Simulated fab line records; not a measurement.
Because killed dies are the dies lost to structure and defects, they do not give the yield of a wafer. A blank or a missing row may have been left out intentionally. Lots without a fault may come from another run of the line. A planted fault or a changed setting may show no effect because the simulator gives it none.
Matching of chambers + flow n5Finfet + 3 sister chambers for N5_BEOL_M0_SAQP_PECVD_97 on pecvd-01
The step deposits SiNx from SiH4/NH3/N2, target thk 23 nm, time 19.9 s. 18 wafers are shown with their chamber, then 9 later ones without.

## WAFERS PAIRED WITH THEIR CHAMBERS
| wafer  | chamber | throttleValvePct (%) | heaterPowerW (W) | showerheadPlenumPTorr (Torr) |
|--------|---------|----------------------|------------------|------------------------------|
| L078.3 | 1       | 41.4                 | 566              | 5.19                         |
| L078.4 | 0       | 38.3                 | 690              | 5.15                         |
| L078.6 | 1       | 41.5                 | 572              | 5.20                         |
| L079.1 | 2       | 37.3                 | 515              | 5.17                         |
| L079.4 | 1       | 41.6                 | 632              | 5.21                         |
| L079.6 | 0       | 38.6                 | 764              | 5.12                         |
| L082.2 | 0       | 38.3                 | 733              | 5.12                         |
| L082.3 | 1       | 41.2                 | 637              | 5.20                         |
| L082.6 | 0       | 38.5                 | 745              | 5.13                         |
| L084.1 | 0       | 38.4                 | 774              | 5.12                         |
| L084.2 | 2       | 37.5                 | 513              | 5.17                         |
| L084.5 | 0       | 38.1                 | 768              | 5.13                         |
| L086.2 | 2       | 37.5                 | 517              | 5.16                         |
| L086.4 | 2       | 37.6                 | 535              | 5.18                         |
| L086.6 | 0       | 38.3                 | 779              | 5.13                         |
| L087.1 | 1       | 41.4                 | 588              | 5.20                         |
| L087.2 | 0       | 38.6                 | 764              | 5.12                         |
| L087.3 | 2       | 37.4                 | 548              | 5.19                         |

SIGNATURES (means of the wafers above)
| reading               | chamber 0 | chamber 1 | chamber 2 | scatter within a chamber |
|-----------------------|-----------|-----------|-----------|--------------------------|
| throttleValvePct      | 38.388    | 41.420    | 37.460    | 0.152                    |
| heaterPowerW          | 752.12    | 599.00    | 525.60    | 27.6                     |
| showerheadPlenumPTorr | 5.1275    | 5.2000    | 5.1740    | 0.0099                   |
Rule: a wafer lies at a distance from a chamber equal to the root of the sum of squares, over the readings, of (its reading less the chamber's mean, divided by the reading's scatter). If the next closest chamber is less than 2 further off than the closest, the wafer can't be placed; otherwise it belongs to the closest. The scatter: take each reading less its chamber's mean, square it, sum over the shown wafers, divide by the number of wafers less the number of chambers, and take the root.

## WAFERS WITHOUT THEIR CHAMBER
| wafer  | throttleValvePct (%) | heaterPowerW (W) | showerheadPlenumPTorr (Torr) |
|--------|----------------------|------------------|------------------------------|
| L092.2 | 41.4                 | 593              | 5.21                         |
| L092.4 | 41.5                 | 591              | 5.19                         |
| L092.6 | 37.4                 | 540              | 5.19                         |
| L096.2 | 37.6                 | 520              | 5.18                         |
| L096.3 | 38.6                 | 796              | 5.13                         |
| L096.5 | 37.5                 | 540              | 5.17                         |
| L097.2 | 38.4                 | 756              | 5.12                         |
| L097.4 | 41.6                 | 631              | 5.19                         |
| L097.5 | 37.7                 | 483              | 5.18                         |

## EACH ONE'S CHAMBER
| wafer  | from the rows above | in truth |
|--------|---------------------|----------|
| L092.2 | 1                   | 1        |
| L092.4 | 1                   | 1        |
| L092.6 | 2                   | 2        |
| L096.2 | 2                   | 2        |
| L096.3 | 0                   | 0        |
| L096.5 | 2                   | 2        |
| L097.2 | 0                   | 0        |
| L097.4 | 1                   | 1        |
| L097.5 | 2                   | 2        |
9 of 9 placed correctly. Left unplaced by these rows: 0. 0 placed wrongly.
